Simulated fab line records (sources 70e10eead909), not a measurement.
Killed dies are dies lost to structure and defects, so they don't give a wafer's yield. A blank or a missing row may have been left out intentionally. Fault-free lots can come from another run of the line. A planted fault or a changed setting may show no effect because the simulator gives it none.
The tool behind it: which one? / flow nandHarc / Sampling: 12 lots, 36 wafers, 5 of 1302 route steps

== WHAT EACH GAUGE READ, for each wafer ==
NHARC_A_BONDPAD_THK_MEAS_20: measures by xrf.
lot=L526; measured=day 23 05:53; on=filmMetro-01; thkNm (nm)=168.5 166.8 167.9
lot=L528; measured=day 23 07:12; on=filmMetro-02; thkNm (nm)=166.3 167.7 167.5
lot=L531; measured=day 25 17:28; on=filmMetro-02; thkNm (nm)=167.9 169.4 170.5
lot=L532; measured=day 25 23:10; on=filmMetro-01; thkNm (nm)=167.8 171.2 170.0
lot=L537; measured=day 27 12:19; on=filmMetro-02; thkNm (nm)=170.9 169.4 170.3
lot=L539; measured=day 27 20:28; on=filmMetro-02; thkNm (nm)=167.8 169.7 170.1
lot=L540; measured=day 28 02:52; on=filmMetro-02; thkNm (nm)=171.6 171.0 169.4
lot=L541; measured=day 29 13:22; on=filmMetro-01; thkNm (nm)=170.1 168.5 169.9
lot=L544; measured=day 30 15:50; on=filmMetro-01; thkNm (nm)=165.8 167.8 169.3
lot=L543; measured=day 30 17:19; on=filmMetro-02; thkNm (nm)=169.5 169.0 170.5
lot=L545; measured=day 31 10:14; on=filmMetro-02; thkNm (nm)=168.5 168.3 169.6
lot=L547; measured=day 31 16:02; on=filmMetro-02; thkNm (nm)=170.2 171.9 169.8

NHARC_HYBRID_BOND_OVL_MEAS_05.
lot=L526; measured=day 23 17:04; on=overlay-01; overlayXNm (nm)=16 -35 -29; overlayYNm (nm)=-7 11 7
lot=L528; measured=day 23 17:04; on=overlay-02; overlayXNm (nm)=-21 18 22; overlayYNm (nm)=0 -10 -27
lot=L531; measured=day 26 04:13; on=overlay-02; overlayXNm (nm)=2 -44 15; overlayYNm (nm)=-27 7 -39
lot=L532; measured=day 26 08:46; on=overlay-02; overlayXNm (nm)=-4 73 -1; overlayYNm (nm)=102 10 29
lot=L537; measured=day 28 01:19; on=overlay-02; overlayXNm (nm)=23 -13 22; overlayYNm (nm)=53 -45 22
lot=L539; measured=day 28 08:34; on=overlay-01; overlayXNm (nm)=-33 41 -9; overlayYNm (nm)=-6 30 -9
lot=L540; measured=day 28 13:29; on=overlay-01; overlayXNm (nm)=4 28 -75; overlayYNm (nm)=-35 1 -6
lot=L541; measured=day 29 20:26; on=overlay-01; overlayXNm (nm)=30 20 9; overlayYNm (nm)=12 -30 -8
lot=L544; measured=day 31 01:47; on=overlay-02; overlayXNm (nm)=-1 7 9; overlayYNm (nm)=-32 -89 -7
lot=L543; measured=day 31 13:52; on=overlay-02; overlayXNm (nm)=-10 25 54; overlayYNm (nm)=-11 -39 -39
lot=L545; measured=day 31 18:13; on=overlay-01; overlayXNm (nm)=-25 -25 -46; overlayYNm (nm)=25 46 25
lot=L547; measured=day 32 01:41; on=overlay-02; overlayXNm (nm)=-4 -33 -44; overlayYNm (nm)=-23 -35 0

NHARC_END_SORT_01.
lot=L531; measured=day 27 00:48; on=prober-02; defectLimitedYield (%)=0 0 0; killedAtArray=80 93 89; killedAtOther=593 583 584; killedAtPeriphery=4 1 4; killedDies=677 677 677; killedOpen=2 3 6; killedShort=2 0 4
lot=L532; measured=day 27 03:27; on=prober-01; defectLimitedYield (%)=0 0 0; killedAtArray=61 57 52; killedAtOther=614 619 623; killedAtPeriphery=2 1 2; killedDies=677 677 677; killedOpen=2 2 3; killedShort=3 3 4

== WHAT TOOL EACH LOT RAN ON (gives the tool, then ch and the chambers of the sampled wafers, and finally the start) ==
lot=L526; NHARC_A_BONDPAD_PVD_17=pvdSputter-03, day 23 05:53 or earlier; NHARC_THIN_TSV_ETCH_44=rieDiel-03 ch 1,2,3, day 24 02:34
lot=L528; NHARC_A_BONDPAD_PVD_17=pvdSputter-02, day 23 07:12 or earlier; NHARC_THIN_TSV_ETCH_44=rieDiel-03 ch 1,2,3, day 24 04:00
lot=L531; NHARC_A_BONDPAD_PVD_17=pvdSputter-03, day 25 17:28 or earlier; NHARC_THIN_TSV_ETCH_44=rieDiel-03 ch 2,3, day 26 07:14
lot=L532; NHARC_A_BONDPAD_PVD_17=pvdSputter-03, day 25 23:10 or earlier; NHARC_THIN_TSV_ETCH_44=rieDiel-04 ch 0,1,2, day 26 11:58
lot=L537; NHARC_A_BONDPAD_PVD_17=pvdSputter-01, day 27 12:19 or earlier; NHARC_THIN_TSV_ETCH_44=rieDiel-04 ch 0,1,2, day 28 05:32
lot=L539; NHARC_A_BONDPAD_PVD_17=pvdSputter-01, day 27 20:28 or earlier; NHARC_THIN_TSV_ETCH_44=rieDiel-12 ch 1,3, day 28 12:46
lot=L540; NHARC_A_BONDPAD_PVD_17=pvdSputter-03, day 28 02:52 or earlier; NHARC_THIN_TSV_ETCH_44=rieDiel-04 ch 0,2,3, day 28 16:31
lot=L541; NHARC_A_BONDPAD_PVD_17=pvdSputter-01, day 29 13:22 or earlier; NHARC_THIN_TSV_ETCH_44=rieDiel-12 ch 1,2,3, day 30 00:40
lot=L544; NHARC_A_BONDPAD_PVD_17=pvdSputter-02, day 30 15:50 or earlier; NHARC_THIN_TSV_ETCH_44=rieDiel-04 ch 2,3, day 31 04:48
lot=L543; NHARC_A_BONDPAD_PVD_17=pvdSputter-02, day 30 17:19 or earlier; NHARC_THIN_TSV_ETCH_44=rieDiel-04 ch 0,1,2, day 31 16:52
lot=L545; NHARC_A_BONDPAD_PVD_17=pvdSputter-03, day 31 10:14 or earlier; NHARC_THIN_TSV_ETCH_44=rieDiel-04 ch 1,2,3, day 31 22:15
lot=L547; NHARC_A_BONDPAD_PVD_17=pvdSputter-01, day 31 16:02 or earlier; NHARC_THIN_TSV_ETCH_44=rieDiel-03 ch 1,2,3, day 32 04:36
- NHARC_A_BONDPAD_PVD_17: deposits TaN, target thk 5 nm, time 8.06 s.
- NHARC_THIN_TSV_ETCH_44: etches the open film in CF4/O2, target depth 1594.2 nm, time 797.1 s.

== WHAT THE TOOLS THEMSELVES READ (means of the sampled wafers that have a number; where no wafer has one, the mark that the record gives instead) ==
NHARC_A_BONDPAD_PVD_17.
lot=L526; tool=pvdSputter-03; cathodeDcPowerW (W)=15000; throttleValvePct (%)=31.2
lot=L528; tool=pvdSputter-02; cathodeDcPowerW (W)=15001; throttleValvePct (%)=30.0
lot=L531; tool=pvdSputter-03; cathodeDcPowerW (W)=14999; throttleValvePct (%)=30.7
lot=L532; tool=pvdSputter-03; cathodeDcPowerW (W)=15000; throttleValvePct (%)=30.7
lot=L537; tool=pvdSputter-01; cathodeDcPowerW (W)=15000; throttleValvePct (%)=31.0
lot=L539; tool=pvdSputter-01; cathodeDcPowerW (W)=15001; throttleValvePct (%)=30.1
lot=L540; tool=pvdSputter-03; cathodeDcPowerW (W)=14999; throttleValvePct (%)=30.9
lot=L541; tool=pvdSputter-01; cathodeDcPowerW (W)=14997; throttleValvePct (%)=32.0
lot=L544; tool=pvdSputter-02; cathodeDcPowerW (W)=15000; throttleValvePct (%)=30.2
lot=L543; tool=pvdSputter-02; cathodeDcPowerW (W)=15004; throttleValvePct (%)=30.5
lot=L545; tool=pvdSputter-03; cathodeDcPowerW (W)=14998; throttleValvePct (%)=30.8
lot=L547; tool=pvdSputter-01; cathodeDcPowerW (W)=15001; throttleValvePct (%)=31.5

NHARC_THIN_TSV_ETCH_44.
lot=L526; tool=rieDiel-03; biasW (W)=799.8; cf4FlowSccm (sccm)=149.9; drypumpMotorCurrentA (A)=5.3; oesProductAu (a.u.)=0.996; rfVppV (V)=797; showerheadPlenumPTorr (Torr)=1.87; throttleValvePct (%)=16.922
lot=L528; tool=rieDiel-03; biasW (W)=801.6; cf4FlowSccm (sccm)=150.2; drypumpMotorCurrentA (A)=5.3; oesProductAu (a.u.)=0.995; rfVppV (V)=797; showerheadPlenumPTorr (Torr)=1.87; throttleValvePct (%)=16.914
lot=L531; tool=rieDiel-03; biasW (W)=-; cf4FlowSccm (sccm)=-; drypumpMotorCurrentA (A)=-; oesProductAu (a.u.)=-; rfVppV (V)=-; showerheadPlenumPTorr (Torr)=-; throttleValvePct (%)=-
lot=L532; tool=rieDiel-04; biasW (W)=-; cf4FlowSccm (sccm)=-; drypumpMotorCurrentA (A)=-; oesProductAu (a.u.)=-; rfVppV (V)=-; showerheadPlenumPTorr (Torr)=-; throttleValvePct (%)=-
lot=L537; tool=rieDiel-04; biasW (W)=798.9; cf4FlowSccm (sccm)=149.6; drypumpMotorCurrentA (A)=5.6; oesProductAu (a.u.)=0.996; rfVppV (V)=791; showerheadPlenumPTorr (Torr)=1.79; throttleValvePct (%)=16.915
lot=L539; tool=rieDiel-12; biasW (W)=801.0; cf4FlowSccm (sccm)=150.1; drypumpMotorCurrentA (A)=5.6; oesProductAu (a.u.)=0.988; rfVppV (V)=800; showerheadPlenumPTorr (Torr)=1.92; throttleValvePct (%)=16.924
lot=L540; tool=rieDiel-04; biasW (W)=800.0; cf4FlowSccm (sccm)=150.1; drypumpMotorCurrentA (A)=5.2; oesProductAu (a.u.)=1.000; rfVppV (V)=791; showerheadPlenumPTorr (Torr)=1.78; throttleValvePct (%)=16.904
lot=L541; tool=rieDiel-12; biasW (W)=796.5; cf4FlowSccm (sccm)=150.3; drypumpMotorCurrentA (A)=5.7; oesProductAu (a.u.)=1.006; rfVppV (V)=800; showerheadPlenumPTorr (Torr)=1.92; throttleValvePct (%)=16.910
lot=L544; tool=rieDiel-04; biasW (W)=803.2; cf4FlowSccm (sccm)=149.8; drypumpMotorCurrentA (A)=5.4; oesProductAu (a.u.)=1.003; rfVppV (V)=789; showerheadPlenumPTorr (Torr)=1.75; throttleValvePct (%)=16.920
lot=L543; tool=rieDiel-04; biasW (W)=800.1; cf4FlowSccm (sccm)=150.4; drypumpMotorCurrentA (A)=5.6; oesProductAu (a.u.)=1.000; rfVppV (V)=792; showerheadPlenumPTorr (Torr)=1.79; throttleValvePct (%)=16.917
lot=L545; tool=rieDiel-04; biasW (W)=799.4; cf4FlowSccm (sccm)=150.2; drypumpMotorCurrentA (A)=5.5; oesProductAu (a.u.)=0.992; rfVppV (V)=789; showerheadPlenumPTorr (Torr)=1.76; throttleValvePct (%)=16.915
lot=L547; tool=rieDiel-03; biasW (W)=800.3; cf4FlowSccm (sccm)=150.1; drypumpMotorCurrentA (A)=5.3; oesProductAu (a.u.)=0.999; rfVppV (V)=795; showerheadPlenumPTorr (Torr)=1.86; throttleValvePct (%)=16.914

== THE ANSWER, worked out from the rows above alone ==
Rule: the lots themselves supply what counts as usual. Put in order of their means at a reading, lots are off if they are a third of the lots or fewer, leave a main group of 4 or more, and stand apart from it by a gap of 3 or more times the standard deviation of the main group's means; of several such gaps the widest counts. A main group is skipped when, at the precision printed for the reading in the tables above, its means are all equal. A lot without any number at a reading at which 4 lots or more have one is off too. Any other lot the step has rows for is counted as sound. After the gauges, taken in route order, come the tools' own readings; for these a lot's mean is taken, as printed above. At the first step where some lot is off, the reading lying furthest off is the one used; lots without a number count as furthest.
Off, at NHARC_THIN_TSV_ETCH_44 on biasW: L531, L532. Without a number there: L531, L532. For the main group the mean is 800.1 W and the standard deviation 1.7.
A tool fits if, at that step or a process step before it, it ran every lot that is off, and no sound lot after the first of them. With no start given for some of its lots, NHARC_A_BONDPAD_PVD_17 uses the hours and lot order of NHARC_A_BONDPAD_THK_MEAS_20. Of those tried, none fits.

== WHAT THE SIMULATOR PUT IN ==
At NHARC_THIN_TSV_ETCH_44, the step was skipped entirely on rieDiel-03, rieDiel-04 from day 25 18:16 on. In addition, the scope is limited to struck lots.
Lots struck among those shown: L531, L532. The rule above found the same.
